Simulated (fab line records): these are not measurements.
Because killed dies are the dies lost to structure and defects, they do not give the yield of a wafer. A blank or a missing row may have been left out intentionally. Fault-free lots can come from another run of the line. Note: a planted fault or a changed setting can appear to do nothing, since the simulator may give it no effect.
A lot that was struck, set against a sound lot	flow n5_finfet	32 out of 1938 route steps
Sound: these wafers, L100.3, L100.4, L100.6. Struck: wafer L997.6. (L997.4, L997.5 of the same lot were not struck and are left out.) The cause comes at the end.
Order at every step that has rows: each side's tool, ch and its chambers, its first start. Under that, the readings that differ: sound wafers	struck wafers	difference of the means	sigmas: that difference in standard deviations of wafers without a fault.
alike: readings with means less than 2 such deviations apart, plus words and numbers identical on both sides. not compared: withheld readings, readings lacking a value on some wafer, bounds such as >300 that could conceal the same value, and numbers that have no deviation in the record and whose values overlap.
A row with sigmas, a row that says differs or no value, or rows on one side alone: a step with any of these is where the two part. Numbers that don't overlap but have no deviation are shown without sigmas and don't part them. A reading missing from all wafers of one side parts the sides only when that side holds two or more wafers.

first, 2 steps without rows for these wafers: N5_ZERO_LAYER_PRECLEAN_00 (cleans in SPM, time 600 s); N5_ZERO_LAYER_SRD_01 (time 30 s, dry time 30 s).
N5_ZERO_LAYER_PECVD_02: deposits SiO2 from SiH4/N2O, target thk 10 nm, time 6 s.
  sound on pecvd-03 ch 0,1, day 7 06:18; struck on pecvd-01 ch 2, day 6 12:19
reading	sound	struck	difference	sigmas
showerhead_plenum_p_Torr (Torr)	7.90 7.96 7.90	8.30	+0.38	+2
  alike: heater_power_outer_w, heater_power_w
then, 13 steps without rows for these wafers: N5_ZERO_LAYER_HMDS_04 (time 60 s); N5_ZERO_LAYER_COAT_05 (resist thk 1000 nm); N5_ZERO_LAYER_EBR_07; N5_ZERO_LAYER_SOFTBAKE_06 (time 90 s); N5_ZERO_LAYER_EXPOSE_08 (exposes mask ZERO, defocus 0 nm, target cd 2000 nm); N5_ZERO_LAYER_PEB_09; N5_ZERO_LAYER_DEVELOP_10 (develop time 60 s); N5_ZERO_LAYER_HARDBAKE_23 (time 120 s); N5_ZERO_LAYER_DESCUM_16 (chemistry O2, time 7.9 s); N5_ZERO_LAYER_ETCH_17 (etches SiO2 in CF4, target depth 12 nm, time 13.3 s); N5_ZERO_LAYER_ETCH_18 (etches Si in HBr/Cl2, target depth 120 nm, time 40 s); N5_ZERO_LAYER_STRIP_24 (strips in O2); N5_ZERO_LAYER_STRIP_19 (strips in SPM, time 900 s).
N5_ZERO_LAYER_INSPECT_20: inspects for defects (darkfield).
  sound on defect_inspect-02 at day 7 07:38; struck on defect_inspect-02 at day 6 13:38
reading	sound	struck	difference	sigmas
raw_defect_count	42 38 25	378	+343	+23
then, 8 steps without rows for these wafers: N5_WELL_APT_HMDS_01 (time 60 s); N5_WELL_APT_COAT_02 (resist thk 950 nm); N5_WELL_APT_EBR_04; N5_WELL_APT_SOFTBAKE_03 (time 60 s); N5_WELL_APT_EXPOSE_05 (exposes mask NWELL, defocus 0 nm, target cd 200 nm); N5_WELL_APT_PEB_06 (peb time 90 s); N5_WELL_APT_DEVELOP_07 (develop time 45 s); N5_WELL_APT_HARDBAKE_12 (time 120 s).
N5_WELL_APT_INSPECT_10: inspects for defects (macro).
  sound on defect_inspect-01 at day 7 07:59; struck on defect_inspect-02 at day 6 14:07
reading	sound	struck	difference	sigmas
raw_defect_count	5 4 0	>300	differs	
then, 3 steps without rows for these wafers: N5_WELL_APT_DESCUM_13 (chemistry O2, time 7.9 s); N5_WELL_APT_IMPLANT_14; N5_WELL_APT_IMPLANT_15.
N5_WELL_APT_INSPECT_38: inspects for defects (darkfield).
  sound on defect_inspect-01 at day 7 11:24; struck on defect_inspect-01 at day 6 17:02
reading	sound	struck	difference	sigmas
raw_defect_count	14 10 12	388	+376	+82
-- here the record skips 8 days between the struck wafers' starts before and after, leaving off in module WELL_APT and picking up in module BEOL_M4 (first step shown: number 1111 of the route) --
N5_BEOL_M4_RC_MEAS_101:
  sound on prober-02 ch 0, day 15 15:43; struck on prober-01 ch 0, day 14 22:59
  alike: DIBL_N, DIBL_P, IOFF_N, IOFF_P, ION_N, ION_P, SS_N, SS_P, VT_N, VT_P
-- record jumps: 5 days separate the struck wafers' starts on either side; left off in module BEOL_M4, taken up again in module PASSIVATION, whose first shown step is the route's number 1936 --
N5_PASSIVATION_PROBE_49:
  record: rows for the struck wafers here (prober-02, day 19 17:53), none for the sound ones

WHERE THEY PART
Last at N5_PASSIVATION_PROBE_49 as far as this record goes, first at N5_ZERO_LAYER_PECVD_02.

WHY: what the simulator had put in
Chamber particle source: pecvd-01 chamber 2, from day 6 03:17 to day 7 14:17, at N5_ZERO_LAYER_PECVD_02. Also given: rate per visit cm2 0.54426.
